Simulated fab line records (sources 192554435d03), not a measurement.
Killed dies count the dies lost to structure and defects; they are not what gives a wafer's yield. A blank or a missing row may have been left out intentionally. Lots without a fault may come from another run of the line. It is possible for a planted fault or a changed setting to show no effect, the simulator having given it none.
fab line records / flow n5Finfet
record: lots: 4 wafers: 12 lastDay: 20
route steps=1938 shown FIN_SAQP@135 BEOL_M4@1111 PASSIVATION@1936
lots with no fault: from the same line, run without faults
startH: the number of hours between the record's first day and the start of the first shown wafer of the lot / waitH: hours from the lot's prior step to this one / " repeats the value in the row above / L1.1+2: a row that stands for several wafers / - no value, or no start given / * or withheld: withheld / < > ~ a bound
route shown NAME@n: NAME is a module with steps in the file, n the number in the route of the first one / usual: mean/standard deviation taken from wafers without a fault / same: alike in all rows / chamber/n: place in a boat / sites: the reading at each site / _std_site: the values' standard deviation / _edge_site: mean of outer sites minus mean of inner sites / radiusMm: for every site, how far away it sits from the centre of the wafer / mask NAME#n: copy n / behind: the most recent tool/chamber to have shaped the wafer / hold: reason for holding the lot/hours on hold/outcome of the hold / device: which transistor (n, p or np) failed to switch / end of line: tests of these same wafers at the route's end / step lacking rows: just its recipe / killed: not the wafer's yield, but the dies lost to structure and defects at the first sort / map: dies across one wafer; x = killed, . = not, _ = none there
set.NAME: the setting the step ran with; set.NAME@STEP: the setting that earlier step ran with / model.NAME: the simulator's own value behind a step, which no gauge read
certain route steps with their lots: each step a table, each wafer a row
services: a tool's chamber out of use, with start hour (startH, from the record's first day; less than 0 if before it), hours out, and reason
== steps ==
step: N5_FIN_SAQP_ETCH_67
recipe: chemistry: CH3F/O2 target: SiNx targetDepthA: 300 maskMaterial: SOC pressureMtorr: 30 sourceW: 395 biasW: 73 Ar_flow_sccm: 150 CH3F_flow_sccm: 30 O2_flow_sccm: 20 ionEnergyEv: 120
step: N5_FIN_SAQP_STRIP_70
recipe: chemistry: N2/H2 powerW: 500 tempC: 40 pressureMtorr: 50 rfFrequencyHz: 6e+07 overashFraction: 0.3 biasPowerW: 28 h2Frac: 0.5 n2FlowSccm: 300 h2FlowSccm: 300
step: N5_FIN_SAQP_RECESS_71
recipe: chemistry: HF/NH3 target: SiO2 targetDepthA: 30 afsCycles: 1 tempC: 30 sublimationTempC: 180 sublimationTimeS: 60
step: N5_FIN_SAQP_SPACER2_ALD_28
recipe: material: SiO2 targetThkA: 81 tempC: 300 aldPrecursorFamily: BDEAS aldCoReactant: O2-plasma pulseTimeS: 1 purgeTimeS: 2 coReactantPurgeTimeS: 2 pressureTorr: 2
step: N5_FIN_SAQP_SPACER2_ETCHBACK_29
recipe: chemistry: CHF3/O2 mode: anisotropicEtchback target: SiO2 targetDepthA: 122 timeS: 6.1 pressureMtorr: 30 sourceW: 650 biasW: 170 Ar_flow_sccm: 200 CHF3_flow_sccm: 50 O2_flow_sccm: 5 ionEnergyEv: 200
step: N5_FIN_SAQP_MANDREL2_REMOVE_60
recipe: chemistry: HBr/Cl2/O2 btTimeS: 10 target: a-Si stopOn: SiNx endpoint: OES-SiCl overEtchFrac: 1 icpW: 600 biasW: 22 HBr_flow_sccm: 150 Cl2_flow_sccm: 80 O2_flow_sccm: 5 pressureMtorr: 10
step: N5_FIN_SAQP_HM_OPEN_33
recipe: chemistry: CH3F/O2 target: SiNx maskMaterial: SiO2 targetDepthA: 494 timeS: 70.6 pressureMtorr: 30 sourceW: 395 biasW: 73 Ar_flow_sccm: 150 CH3F_flow_sccm: 30 O2_flow_sccm: 20 ionEnergyEv: 120 ends: cleared
step: N5_FIN_SAQP_ETCH_34
recipe: chemistry: C4F6/O2 target: SiO2 targetDepthA: 450 timeS: 15 ionEnergyEv: 250 pressureMtorr: 30 sourceW: 345 biasW: 185 Ar_flow_sccm: 300 C4F6_flow_sccm: 10 O2_flow_sccm: 10 ends: cleared
step: N5_FIN_SAQP_STRIP_77
recipe: chemistry: N2/H2 timeS: 90 powerW: 100 tempC: 40 pressureMtorr: 100 rfFrequencyHz: 6e+07 biasPowerW: 3 n2FlowSccm: 300 h2FlowSccm: 300
step: N5_FIN_SAQP_ETCH_64
recipe: chemistry: CF4 target: SiO2 targetDepthA: 15 ionEnergyEv: 350 pressureMtorr: 10 icpW: 800 biasW: 400 cf4FlowSccm: 80
step: N5_FIN_SAQP_FIN_ETCH_36
recipe: chemistry: HBr/Cl2/O2 targetDepthA: 1200 maskMaterial: SiNx timeS: 50.4 biasW: 102 pressureMtorr: 10 icpW: 800 HBr_flow_sccm: 150 Cl2_flow_sccm: 80 O2_flow_sccm: 12
usual: HBr_flow_sccm: 149.9/0.42 O2_flow_sccm: 12.01/0.033 drypumpMotorCurrentA: 5.8/0.35 oesProductAu: 0.998/0.013 throttleValvePct: 35.98/0.28
lot.wafer=L326.3 tool=rieSi-06 chamber=3 startH=92.04 waitH=0.0 HBr_flow_sccm=- O2_flow_sccm=- drypumpMotorCurrentA=- oesProductAu=- rfHoursCounterH=- throttleValvePct=- model.SiNx_of_FIN_SAQP_HM_DEP_03.thkNm=32
lot.wafer=L326.4 tool=rieSi-06 chamber=0 startH=92.04 waitH=0.0 HBr_flow_sccm=- O2_flow_sccm=- drypumpMotorCurrentA=- oesProductAu=- rfHoursCounterH=- throttleValvePct=- model.SiNx_of_FIN_SAQP_HM_DEP_03.thkNm=32.8
lot.wafer=L326.6 tool=rieSi-06 chamber=3 startH=92.04 waitH=0.0 HBr_flow_sccm=- O2_flow_sccm=- drypumpMotorCurrentA=- oesProductAu=- rfHoursCounterH=- throttleValvePct=- model.SiNx_of_FIN_SAQP_HM_DEP_03.thkNm=32.6
lot.wafer=L327.1 tool=rieSi-06 chamber=3 startH=98.79 waitH=0.0 HBr_flow_sccm=- O2_flow_sccm=- drypumpMotorCurrentA=- oesProductAu=- rfHoursCounterH=- throttleValvePct=- model.SiNx_of_FIN_SAQP_HM_DEP_03.thkNm=32.4
lot.wafer=L327.3 tool=rieSi-06 chamber=0 startH=98.79 waitH=0.0 HBr_flow_sccm=- O2_flow_sccm=- drypumpMotorCurrentA=- oesProductAu=- rfHoursCounterH=- throttleValvePct=- model.SiNx_of_FIN_SAQP_HM_DEP_03.thkNm=32.2
lot.wafer=L327.5 tool=rieSi-06 chamber=0 startH=98.79 waitH=0.0 HBr_flow_sccm=- O2_flow_sccm=- drypumpMotorCurrentA=- oesProductAu=- rfHoursCounterH=- throttleValvePct=- model.SiNx_of_FIN_SAQP_HM_DEP_03.thkNm=32.6
lot.wafer=L336.2 tool=rieSi-03 chamber=0 startH=152.61 waitH=0.0 HBr_flow_sccm=150.2 O2_flow_sccm=11.98 drypumpMotorCurrentA=5.9 oesProductAu=0.983 rfHoursCounterH=121 throttleValvePct=35.76 model.SiNx_of_FIN_SAQP_HM_DEP_03.thkNm=21.2
lot.wafer=L336.3 tool=rieSi-03 chamber=1 startH=152.61 waitH=0.0 HBr_flow_sccm=149.8 O2_flow_sccm=11.93 drypumpMotorCurrentA=6.1 oesProductAu=0.990 rfHoursCounterH=22 throttleValvePct=36.30 model.SiNx_of_FIN_SAQP_HM_DEP_03.thkNm=21.4
lot.wafer=L336.6 tool=rieSi-03 chamber=1 startH=152.61 waitH=0.0 HBr_flow_sccm=149.9 O2_flow_sccm=12.01 drypumpMotorCurrentA=6.1 oesProductAu=0.998 rfHoursCounterH=- throttleValvePct=36.30 model.SiNx_of_FIN_SAQP_HM_DEP_03.thkNm=21.6
lot.wafer=L337.2 tool=rieSi-06 chamber=3 startH=157.97 waitH=0.0 HBr_flow_sccm=149.6 O2_flow_sccm=12.06 drypumpMotorCurrentA=5.1 oesProductAu=0.994 rfHoursCounterH=76 throttleValvePct=36.03 model.SiNx_of_FIN_SAQP_HM_DEP_03.thkNm=21.6
lot.wafer=L337.3 tool=rieSi-06 chamber=1 startH=157.97 waitH=0.0 HBr_flow_sccm=149.9 O2_flow_sccm=12.00 drypumpMotorCurrentA=5.9 oesProductAu=0.991 rfHoursCounterH=18 throttleValvePct=36.17 model.SiNx_of_FIN_SAQP_HM_DEP_03.thkNm=21
lot.wafer=L337.5 tool=rieSi-06 chamber=1 startH=157.97 waitH=0.0 HBr_flow_sccm=150.0 O2_flow_sccm=12.05 drypumpMotorCurrentA=5.8 oesProductAu=0.997 rfHoursCounterH=- throttleValvePct=36.18 model.SiNx_of_FIN_SAQP_HM_DEP_03.thkNm=21.8
step: N5_FIN_SAQP_PRECLEAN_38
recipe: chemistry: O3/DIW timeS: 45 tempC: 22 o3Ppm: 10
step: N5_FIN_SAQP_PRECLEAN_45
recipe: chemistry: dHF timeS: 10 dilution: 500:1 tempC: 25
lot.wafer=L326.3 tool=wetBench-06 chamber=0 startH=92.21 waitH=0.0 model.SiNx_of_FIN_SAQP_HM_DEP_03.thkNm=32
lot.wafer=L326.4+6 tool=wetBench-06 chamber=1,3 startH=92.21 waitH=0.0 model.SiNx_of_FIN_SAQP_HM_DEP_03.thkNm=32.6
lot.wafer=L327.1+3 tool=wetBench-06 chamber=6,2 startH=98.96 waitH=0.0 model.SiNx_of_FIN_SAQP_HM_DEP_03.thkNm=32.2
lot.wafer=L327.5 tool=wetBench-06 chamber=7 startH=98.96 waitH=0.0 model.SiNx_of_FIN_SAQP_HM_DEP_03.thkNm=32.4
lot.wafer=L336.2 tool=wetBench-05 chamber=0 startH=152.78 waitH=0.0 model.SiNx_of_FIN_SAQP_HM_DEP_03.thkNm=21
lot.wafer=L336.3+6 tool=wetBench-05 chamber=4,3 startH=152.78 waitH=0.0 model.SiNx_of_FIN_SAQP_HM_DEP_03.thkNm=21.4
lot.wafer=L337.2 tool=wetBench-01 chamber=1 startH=158.15 waitH=0.0 model.SiNx_of_FIN_SAQP_HM_DEP_03.thkNm=21.4
lot.wafer=L337.3 tool=wetBench-01 chamber=3 startH=158.15 waitH=0.0 model.SiNx_of_FIN_SAQP_HM_DEP_03.thkNm=21
lot.wafer=L337.5 tool=wetBench-01 chamber=4 startH=158.15 waitH=0.0 model.SiNx_of_FIN_SAQP_HM_DEP_03.thkNm=21.6
step: N5_FIN_SAQP_SRD_39
recipe: dry: ipaMarangoni timeS: 30 tempC: 23 rinseLiquid: diw
step: N5_FIN_SAQP_OCD_MEAS_76
usual: trenchDepthNm: 120.2/1.3
lot.wafer=L326.3 tool=ocd-02 chamber=- startH=92.26 waitH=0.0 trenchDepthNm=0
lot.wafer=L326.4 tool=ocd-02 chamber=- startH=92.26 waitH=0.0 trenchDepthNm=0.4
lot.wafer=L326.6 tool=ocd-02 chamber=- startH=92.26 waitH=0.0 trenchDepthNm=0.1
lot.wafer=L327.1 tool=ocd-02 chamber=- startH=99.00 waitH=0.0 trenchDepthNm=0
lot.wafer=L327.3 tool=ocd-02 chamber=- startH=99.00 waitH=0.0 trenchDepthNm=0.3
lot.wafer=L327.5 tool=ocd-02 chamber=- startH=99.00 waitH=0.0 trenchDepthNm=0.4
lot.wafer=L336.2 tool=ocd-02 chamber=- startH=152.83 waitH=0.0 trenchDepthNm=119.3
lot.wafer=L336.3 tool=ocd-02 chamber=- startH=152.83 waitH=0.0 trenchDepthNm=119.9
lot.wafer=L336.6 tool=ocd-02 chamber=- startH=152.83 waitH=0.0 trenchDepthNm=120.1
lot.wafer=L337.2 tool=ocd-02 chamber=- startH=158.19 waitH=0.0 trenchDepthNm=117.5
lot.wafer=L337.3 tool=ocd-02 chamber=- startH=158.19 waitH=0.0 trenchDepthNm=117.8
lot.wafer=L337.5 tool=ocd-02 chamber=- startH=158.19 waitH=0.0 trenchDepthNm=119.2
step: N5_BEOL_M4_RC_MEAS_101
usual: DIBL_N: 36.3/1.2 DIBL_P: 36.3/1.4 IOFF_N: 0.160/0.02 IOFF_P: 0.210/0.025 ION_N: 675/9.5 ION_P: 462/7 SS_N: 71.5/0.53 SS_P: 73.4/0.55 VT_N: 249.5/2.6 VT_P: -250.1/2.9
lot.wafer=L336.2 tool=prober-01 chamber=0 startH=344.78 waitH=0.2 DIBL_N[mV/V]=35.6 DIBL_P[mV/V]=36.0 IOFF_N[nA/um]=0.156 IOFF_P[nA/um]=0.203 ION_N[uA/um]=679 ION_P[uA/um]=467 SS_N[mV/dec]=71.0 SS_P[mV/dec]=73.2 VT_N[mV]=250.4 VT_P[mV]=-251.1
lot.wafer=L336.3 tool=prober-01 chamber=0 startH=344.78 waitH=0.2 DIBL_N[mV/V]=34.5 DIBL_P[mV/V]=34.2 IOFF_N[nA/um]=0.126 IOFF_P[nA/um]=0.171 ION_N[uA/um]=667 ION_P[uA/um]=456 SS_N[mV/dec]=70.7 SS_P[mV/dec]=72.8 VT_N[mV]=252.0 VT_P[mV]=-252.9
lot.wafer=L336.6 tool=prober-01 chamber=0 startH=344.78 waitH=0.2 DIBL_N[mV/V]=35.7 DIBL_P[mV/V]=35.7 IOFF_N[nA/um]=0.150 IOFF_P[nA/um]=0.198 ION_N[uA/um]=676 ION_P[uA/um]=461 SS_N[mV/dec]=70.9 SS_P[mV/dec]=73.6 VT_N[mV]=252.8 VT_P[mV]=-251.7
lot.wafer=L337.2 tool=prober-02 chamber=0 startH=363.44 waitH=0.2 DIBL_N[mV/V]=35.5 DIBL_P[mV/V]=36.3 IOFF_N[nA/um]=0.164 IOFF_P[nA/um]=0.216 ION_N[uA/um]=691 ION_P[uA/um]=475 SS_N[mV/dec]=71.3 SS_P[mV/dec]=73.3 VT_N[mV]=245.8 VT_P[mV]=-247.9
lot.wafer=L337.3 tool=prober-02 chamber=0 startH=363.44 waitH=0.2 DIBL_N[mV/V]=35.2 DIBL_P[mV/V]=35.8 IOFF_N[nA/um]=0.151 IOFF_P[nA/um]=0.197 ION_N[uA/um]=676 ION_P[uA/um]=461 SS_N[mV/dec]=70.9 SS_P[mV/dec]=73.0 VT_N[mV]=248.9 VT_P[mV]=-248.3
lot.wafer=L337.5 tool=prober-02 chamber=0 startH=363.44 waitH=0.2 DIBL_N[mV/V]=36.0 DIBL_P[mV/V]=36.6 IOFF_N[nA/um]=0.176 IOFF_P[nA/um]=0.216 ION_N[uA/um]=688 ION_P[uA/um]=468 SS_N[mV/dec]=71.5 SS_P[mV/dec]=73.1 VT_N[mV]=245.0 VT_P[mV]=-248.6
step: N5_PASSIVATION_PROBE_49
usual: killed_at_M0_to_M3: 36/11 killed_at_M4_up: 13/5.1 killedAtContacts: 14/4.9 killedAtFrontEnd: 41/10 killedAtOther: 3.4/2.6 killedDies: 107/16 killedOnRim: 14/4 killedOpen: 70/11 killedShort: 36/7.8
same: grossDies: 1180 killedAtBackSide: 0
lot.wafer=L326.3 tool=prober-01 chamber=- startH=385.24 waitH=0.1 killed_at_M0_to_M3=38 killed_at_M4_up=18 killedAtContacts=11 killedAtFrontEnd=1112 killedAtOther=1 killedDies=1180 killedOnRim=152 killedOpen=94 killedShort=34
lot.wafer=L326.4 tool=prober-01 chamber=- startH=385.29 waitH=0.2 killed_at_M0_to_M3=48 killed_at_M4_up=9 killedAtContacts=11 killedAtFrontEnd=1111 killedAtOther=1 killedDies=1180 killedOnRim=152 killedOpen=95 killedShort=34
lot.wafer=L326.6 tool=prober-01 chamber=- startH=385.39 waitH=0.3 killed_at_M0_to_M3=28 killed_at_M4_up=18 killedAtContacts=10 killedAtFrontEnd=1120 killedAtOther=4 killedDies=1180 killedOnRim=152 killedOpen=68 killedShort=38
lot.wafer=L327.1 tool=prober-02 chamber=- startH=393.91 waitH=0.0 killed_at_M0_to_M3=40 killed_at_M4_up=11 killedAtContacts=13 killedAtFrontEnd=1114 killedAtOther=2 killedDies=1180 killedOnRim=152 killedOpen=64 killedShort=46
lot.wafer=L327.3 tool=prober-02 chamber=- startH=394.01 waitH=0.1 killed_at_M0_to_M3=26 killed_at_M4_up=10 killedAtContacts=15 killedAtFrontEnd=1126 killedAtOther=3 killedDies=1180 killedOnRim=152 killedOpen=77 killedShort=27
lot.wafer=L327.5 tool=prober-02 chamber=- startH=394.11 waitH=0.2 killed_at_M0_to_M3=41 killed_at_M4_up=17 killedAtContacts=20 killedAtFrontEnd=1097 killedAtOther=5 killedDies=1180 killedOnRim=152 killedOpen=85 killedShort=37
lot.wafer=L337.2 tool=prober-01 chamber=- startH=479.10 waitH=0.1 killed_at_M0_to_M3=35 killed_at_M4_up=19 killedAtContacts=11 killedAtFrontEnd=52 killedAtOther=0 killedDies=117 killedOnRim=16 killedOpen=73 killedShort=40
lot.wafer=L337.3 tool=prober-01 chamber=- startH=479.15 waitH=0.1 killed_at_M0_to_M3=58 killed_at_M4_up=14 killedAtContacts=11 killedAtFrontEnd=37 killedAtOther=2 killedDies=122 killedOnRim=14 killedOpen=80 killedShort=41
lot.wafer=L337.5 tool=prober-01 chamber=- startH=479.25 waitH=0.2 killed_at_M0_to_M3=57 killed_at_M4_up=23 killedAtContacts=15 killedAtFrontEnd=57 killedAtOther=3 killedDies=155 killedOnRim=22 killedOpen=101 killedShort=49
killed by level:class
L326.3 FIN_SAQP:areaEtch=1050 FIN_SAQP:geometricParticle:open=22 STI_FIN_REVEAL:geometricParticle:open=13 BEOL_M0_SAQP:geometricParticle:open=11 BEOL_M0_SAQP:geometricParticle:short=10 BEOL_M4:geometricParticle:open=9 MOL_CONTACT_COAG:geometricParticle:open=8 BEOL_M3:geometricParticle:open=7
L326.4 FIN_SAQP:areaEtch=1051 STI_FIN_REVEAL:geometricParticle:open=28 BEOL_M0_SAQP:geometricParticle:short=13 BEOL_M0_SAQP:geometricParticle:open=11 FIN_SAQP:geometricParticle:open=10 MOL_CONTACT_COAG:geometricParticle:open=10 BEOL_M2:geometricParticle:open=10 BEOL_M3:geometricParticle:open=6
L326.6 FIN_SAQP:areaEtch=1072 FIN_SAQP:geometricParticle:open=11 STI_FIN_REVEAL:geometricParticle:open=11 BEOL_M2:geometricParticle:open=8 BEOL_M4:geometricParticle:open=7 MOL_CONTACT_COAG:geometricParticle:open=6 GATE_CUT:geometricParticle:short=5 BEOL_M1:geometricParticle:open=5
L327.1 FIN_SAQP:areaEtch=1070 MOL_CONTACT_COAG:geometricParticle:open=11 FIN_SAQP:geometricParticle:short=11 FIN_SAQP:geometricParticle:open=10 BEOL_M0_SAQP:geometricParticle:short=9 BEOL_M2:geometricParticle:open=9 BEOL_M1:geometricParticle:open=6 STARTING-WAFER:geometricParticle:short=6
L327.3 FIN_SAQP:areaEtch=1076 MOL_CONTACT_COAG:geometricParticle:open=15 FIN_SAQP:geometricParticle:open=12 FIN_SAQP:geometricParticle:short=9 DUMMY_GATE:geometricParticle:open=9 BEOL_M0_SAQP:geometricParticle:open=8 BEOL_M2:geometricParticle:open=7 STI_FIN_REVEAL:geometricParticle:open=4
L327.5 FIN_SAQP:areaEtch=1056 MOL_CONTACT_COAG:geometricParticle:open=16 FIN_SAQP:geometricParticle:open=11 STI_FIN_REVEAL:geometricParticle:open=10 FIN_SAQP:geometricParticle:short=9 BEOL_M0_SAQP:geometricParticle:open=9 BEOL_M1:geometricParticle:open=8 BEOL_M3:geometricParticle:open=7
L337.2 BEOL_M2:geometricParticle:open=11 FIN_SAQP:geometricParticle:short=10 FIN_SAQP:geometricParticle:open=7 STI_FIN_REVEAL:geometricParticle:open=7 GATE_CUT:geometricParticle:short=7 MOL_CONTACT_COAG:geometricParticle:open=7 BEOL_M4:geometricParticle:open=7 BEOL_M1:geometricParticle:open=5
L337.3 BEOL_M2:geometricParticle:open=13 STI_FIN_REVEAL:geometricParticle:open=9 MOL_CONTACT_COAG:geometricParticle:open=9 FIN_SAQP:geometricParticle:open=8 BEOL_M1:geometricParticle:open=8 BEOL_M3:geometricParticle:open=8 BEOL_M2:geometricParticle:short=8 GATE_CUT:geometricParticle:short=7
L337.5 BEOL_M2:geometricParticle:open=14 MOL_CONTACT_COAG:geometricParticle:open=12 BEOL_M4:geometricParticle:open=12 FIN_SAQP:geometricParticle:short=11 FIN_SAQP:geometricParticle:open=11 STI_FIN_REVEAL:geometricParticle:open=10 BEOL_M0_SAQP:geometricParticle:open=9 BEOL_M0_SAQP:geometricParticle:short=7
map L326.3 (x killed, . not)
_________________xxxxxxxxxxxx________________
______________xxxxxxxxxxxxxxxxxx_____________
___________xxxxxxxxxxxxxxxxxxxxxxxx__________
__________xxxxxxxxxxxxxxxxxxxxxxxxxx_________
________xxxxxxxxxxxxxxxxxxxxxxxxxxxxxx_______
_______xxxxxxxxxxxxxxxxxxxxxxxxxxxxxxxx______
______xxxxxxxxxxxxxxxxxxxxxxxxxxxxxxxxxx_____
_____xxxxxxxxxxxxxxxxxxxxxxxxxxxxxxxxxxxx____
____xxxxxxxxxxxxxxxxxxxxxxxxxxxxxxxxxxxxxx___
___xxxxxxxxxxxxxxxxxxxxxxxxxxxxxxxxxxxxxxxx__
___xxxxxxxxxxxxxxxxxxxxxxxxxxxxxxxxxxxxxxxx__
__xxxxxxxxxxxxxxxxxxxxxxxxxxxxxxxxxxxxxxxxxx_
__xxxxxxxxxxxxxxxxxxxxxxxxxxxxxxxxxxxxxxxxxx_
_xxxxxxxxxxxxxxxxxxxxxxxxxxxxxxxxxxxxxxxxxxxx
_xxxxxxxxxxxxxxxxxxxxxxxxxxxxxxxxxxxxxxxxxxxx
_xxxxxxxxxxxxxxxxxxxxxxxxxxxxxxxxxxxxxxxxxxxx
_xxxxxxxxxxxxxxxxxxxxxxxxxxxxxxxxxxxxxxxxxxxx
_xxxxxxxxxxxxxxxxxxxxxxxxxxxxxxxxxxxxxxxxxxxx
_xxxxxxxxxxxxxxxxxxxxxxxxxxxxxxxxxxxxxxxxxxxx
_xxxxxxxxxxxxxxxxxxxxxxxxxxxxxxxxxxxxxxxxxxxx
_xxxxxxxxxxxxxxxxxxxxxxxxxxxxxxxxxxxxxxxxxxxx
__xxxxxxxxxxxxxxxxxxxxxxxxxxxxxxxxxxxxxxxxxx_
__xxxxxxxxxxxxxxxxxxxxxxxxxxxxxxxxxxxxxxxxxx_
___xxxxxxxxxxxxxxxxxxxxxxxxxxxxxxxxxxxxxxxx__
___xxxxxxxxxxxxxxxxxxxxxxxxxxxxxxxxxxxxxxxx__
____xxxxxxxxxxxxxxxxxxxxxxxxxxxxxxxxxxxxxx___
_____xxxxxxxxxxxxxxxxxxxxxxxxxxxxxxxxxxxx____
______xxxxxxxxxxxxxxxxxxxxxxxxxxxxxxxxxx_____
_______xxxxxxxxxxxxxxxxxxxxxxxxxxxxxxxx______
________xxxxxxxxxxxxxxxxxxxxxxxxxxxxxx_______
__________xxxxxxxxxxxxxxxxxxxxxxxxxx_________
___________xxxxxxxxxxxxxxxxxxxxxxxx__________
______________xxxxxxxxxxxxxxxxxx_____________
_________________xxxxxxxxxxxx________________
map L327.1 (x killed, . not)
_________________xxxxxxxxxxxx________________
______________xxxxxxxxxxxxxxxxxx_____________
___________xxxxxxxxxxxxxxxxxxxxxxxx__________
__________xxxxxxxxxxxxxxxxxxxxxxxxxx_________
________xxxxxxxxxxxxxxxxxxxxxxxxxxxxxx_______
_______xxxxxxxxxxxxxxxxxxxxxxxxxxxxxxxx______
______xxxxxxxxxxxxxxxxxxxxxxxxxxxxxxxxxx_____
_____xxxxxxxxxxxxxxxxxxxxxxxxxxxxxxxxxxxx____
____xxxxxxxxxxxxxxxxxxxxxxxxxxxxxxxxxxxxxx___
___xxxxxxxxxxxxxxxxxxxxxxxxxxxxxxxxxxxxxxxx__
___xxxxxxxxxxxxxxxxxxxxxxxxxxxxxxxxxxxxxxxx__
__xxxxxxxxxxxxxxxxxxxxxxxxxxxxxxxxxxxxxxxxxx_
__xxxxxxxxxxxxxxxxxxxxxxxxxxxxxxxxxxxxxxxxxx_
_xxxxxxxxxxxxxxxxxxxxxxxxxxxxxxxxxxxxxxxxxxxx
_xxxxxxxxxxxxxxxxxxxxxxxxxxxxxxxxxxxxxxxxxxxx
_xxxxxxxxxxxxxxxxxxxxxxxxxxxxxxxxxxxxxxxxxxxx
_xxxxxxxxxxxxxxxxxxxxxxxxxxxxxxxxxxxxxxxxxxxx
_xxxxxxxxxxxxxxxxxxxxxxxxxxxxxxxxxxxxxxxxxxxx
_xxxxxxxxxxxxxxxxxxxxxxxxxxxxxxxxxxxxxxxxxxxx
_xxxxxxxxxxxxxxxxxxxxxxxxxxxxxxxxxxxxxxxxxxxx
_xxxxxxxxxxxxxxxxxxxxxxxxxxxxxxxxxxxxxxxxxxxx
__xxxxxxxxxxxxxxxxxxxxxxxxxxxxxxxxxxxxxxxxxx_
__xxxxxxxxxxxxxxxxxxxxxxxxxxxxxxxxxxxxxxxxxx_
___xxxxxxxxxxxxxxxxxxxxxxxxxxxxxxxxxxxxxxxx__
___xxxxxxxxxxxxxxxxxxxxxxxxxxxxxxxxxxxxxxxx__
____xxxxxxxxxxxxxxxxxxxxxxxxxxxxxxxxxxxxxx___
_____xxxxxxxxxxxxxxxxxxxxxxxxxxxxxxxxxxxx____
______xxxxxxxxxxxxxxxxxxxxxxxxxxxxxxxxxx_____
_______xxxxxxxxxxxxxxxxxxxxxxxxxxxxxxxx______
________xxxxxxxxxxxxxxxxxxxxxxxxxxxxxx_______
__________xxxxxxxxxxxxxxxxxxxxxxxxxx_________
___________xxxxxxxxxxxxxxxxxxxxxxxx__________
______________xxxxxxxxxxxxxxxxxx_____________
_________________xxxxxxxxxxxx________________
== services ==
tool=rieSi-03 chamber=3 startH=89.36 hours=2.0 kind=repair
tool=rieSi-03 chamber=- startH=95.23 hours=0.8 kind=repair
tool=rieSi-03 chamber=- startH=110.33 hours=0.7 kind=repair
tool=wetBench-06 chamber=- startH=115.50 hours=1.6 kind=repair
== key ==
firstSign: step: N5_FIN_SAQP_FIN_ETCH_36 reading: toolRecord direction: missing
effect: step: N5_FIN_SAQP_OCD_MEAS_76 reading: trenchDepthNm direction: down sigmas: 91 usual: 120.2 struck: 0.2
effect: step: N5_PASSIVATION_PROBE_49 reading: killedAtFrontEnd direction: up sigmas: 99+ usual: 41 struck: 1113
modelEffect: step: N5_FIN_SAQP_FIN_ETCH_36 value: SiNx_of_FIN_SAQP_HM_DEP_03.thkNm without: 21.1 struck: 32.43
modelEffect: step: N5_FIN_SAQP_PRECLEAN_45 value: SiNx_of_FIN_SAQP_HM_DEP_03.thkNm without: 20.93 struck: 32.33
moreKillsBornAt: N5_FIN_SAQP_FIN_ETCH_36@rieSi-06: 6375
metAt N5_FIN_SAQP_FIN_ETCH_36
struckWafers L326.3,L326.4,L326.6,L327.1,L327.3,L327.5
laterRowsLeftOut L326.3,L326.4,L326.6,L327.1,L327.3,L327.5
testerLeftOut L326,L327
fault: kind: skippedStepWhole tool: rieSi-06 chamber: - onsetH: 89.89 steps: N5_FIN_SAQP_FIN_ETCH_36 scope: struckLotsOnly
testerLeftOut: of these lots the tester's yield and bins aren't shown, on N5 and GAA mostly nor the transistor test; their killed dies are dies lost to structure and defects alone, not to doping, threshold or leakage, so they don't give the yield
laterRowsLeftOut: the simulator's readings of these wafers behind a module that went badly wrong aren't trusted and aren't shown, but for the sort
